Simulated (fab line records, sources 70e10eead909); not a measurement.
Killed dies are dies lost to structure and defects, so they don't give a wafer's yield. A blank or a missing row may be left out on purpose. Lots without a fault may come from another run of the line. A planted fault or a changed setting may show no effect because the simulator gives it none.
Which tool did it? | flow nand_harc | 6 lots, 18 wafers sampled, at 5 steps of a route of 1302

WHAT THE GAUGES READ, wafer by wafer
NHARC_END_SORT_01.
lot  | measured     | on        | killed_at_array
L400 | day 25 15:58 | prober-01 | 51 38 28
L402 | day 26 11:11 | prober-02 | 45 51 54
L406 | day 28 10:04 | prober-02 | 674 671 674
L408 | day 28 20:35 | prober-02 | 673 673 673
L417 | day 32 08:38 | prober-01 | 45 32 27
L418 | day 33 11:46 | prober-02 | 53 52 55

WHICH TOOL RAN EACH LOT (tool, then ch and the chambers of the sampled wafers, then the start)
lot  | NHARC_A_STAIRCASE_ALD_415        | NHARC_A_STAIRCASE_ETCHBACK_416                | NHARC_A_STAIRCASE_DEP_322       | NHARC_A_STAIRCASE_CMP_152
L400 | ald_hk-02 ch 1,2,3, day 18 15:41 | rie_diel-11 ch 1,3, day 19 11:11 or earlier   | pecvd-02 ch 0,1,2, day 19 11:11 | cmp-03 ch 0,1,2, day 20 09:33
L402 | ald_hk-04 ch 0,1,3, day 18 23:31 | rie_diel-11 ch 1,3, day 19 19:13 or earlier   | pecvd-02 ch 0,2, day 19 19:13   | cmp-03 ch 2,3, day 20 18:12
L406 | ald_hk-02 ch 0,1,3, day 21 08:00 | rie_diel-11 ch 0,1,3, day 22 06:07 or earlier | pecvd-03 ch 0,2, day 22 06:07   | cmp-01 ch 1,2, day 23 05:34
L408 | ald_hk-04 ch 0,1,2, day 21 21:40 | rie_diel-12 ch 0,2,3, day 22 00:20            | pecvd-02 ch 1,2, day 22 16:34   | cmp-03 ch 2,3, day 23 13:46
L417 | ald_hk-01 ch 1,2,3, day 25 04:33 | rie_diel-12 ch 0,1,2, day 26 05:09 or earlier | pecvd-03 ch 0,1,2, day 26 05:09 | cmp-03 ch 0,2,3, day 27 02:16
L418 | ald_hk-04 ch 0,1,2, day 25 22:43 | rie_diel-08 ch 1,2,3, day 26 20:41 or earlier | pecvd-04 ch 0,1,2, day 26 20:41 | cmp-01 ch 0,2,3, day 27 20:14
- NHARC_A_STAIRCASE_ALD_415: deposits SiO2, target thk 30 nm, pulse time 6 s, ald cycles 300.
- NHARC_A_STAIRCASE_ETCHBACK_416: etches the open film in C4F8/O2/Ar, target depth 36 nm, time 7.2 s.
- NHARC_A_STAIRCASE_DEP_322: deposits SiO2, target thk 7200 nm.
- NHARC_A_STAIRCASE_CMP_152: polishes.

THE ANSWER, worked out from the rows above alone
Rule: what is usual is taken from the lots themselves. Put in order of their means at a reading, lots are off if they are a third of the lots or fewer, leave a main group of 4 or more, and stand apart from it by a gap of 3 or more times the standard deviation of the main group's means; of several such gaps the widest counts. A main group whose means are all the same, to the digits that the tables above print for the reading, isn't used. A lot without any number at a reading at which 4 lots or more have one is off too. The other lots that the step has rows for count as sound.
Off: L406, L408, at NHARC_END_SORT_01 (killed_at_array). The main group: mean 44, standard deviation 7.7.
A tool fits if, at a process step before that reading, it ran every lot that is off, and no sound lot after the first of them. The gauges at NHARC_END_SORT_01 are tried like those tools. NHARC_A_STAIRCASE_ETCHBACK_416 gives no start for some lots, so the hours and the order of its lots are those of NHARC_A_STAIRCASE_DEP_322. None of those tried fits.

WHAT THE SIMULATOR HAD PUT IN
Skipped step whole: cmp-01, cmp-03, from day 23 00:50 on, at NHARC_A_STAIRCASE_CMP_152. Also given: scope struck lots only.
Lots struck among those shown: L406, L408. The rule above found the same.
